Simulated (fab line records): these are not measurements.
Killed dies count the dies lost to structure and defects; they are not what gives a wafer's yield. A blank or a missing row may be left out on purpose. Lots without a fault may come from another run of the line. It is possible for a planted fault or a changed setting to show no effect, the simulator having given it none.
Chamber matching -- flow n5_finfet -- N5_BEOL_M8_DESCUM_33 on rie_diel-06: 4 sister chambers
The step chemistry O2, time 7 s. 4 wafers are shown with their chamber, then 8 later ones without.

## WAFERS PAIRED WITH THEIR CHAMBERS
wafer,chamber,drypump_motor_current_A (A)
L086.4,3,6.8
L087.3,0,5.9
L087.5,1,5.2
L090.1,2,6.3

## WAFERS WHOSE CHAMBER IS MISSING
wafer,drypump_motor_current_A (A)
L090.2,6.8
L090.6,6.2
L096.1,6.8
L096.2,5.2
L096.4,5.2
L097.3,6.8
L097.5,6.7
L097.6,6.1

## EACH ONE'S CHAMBER
wafer,from the rows above,in truth
L090.2,3,3
L090.6,2,2
L096.1,3,3
L096.2,1,1
L096.4,1,1
L097.3,3,3
L097.5,3,3
L097.6,can't be placed: 0 or 2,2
Placed correctly: 7 of 8. These rows do not allow placing 1 (true chamber among the candidates in 1). 0 placed wrongly.
How it was worked out, from the rows above alone: a wafer's distance from a chamber is the root of the sum, over the readings, of the square of ((its reading less the chamber's mean) divided by the reading's scatter). The wafer belongs to the nearest chamber; if the next one is less than 2 further off, it can't be placed. The mean given for a chamber averages the wafers shown for that chamber. The scatter: root of mean squared gap, hidden wafer to nearest shown wafer, with one shown wafer a chamber.
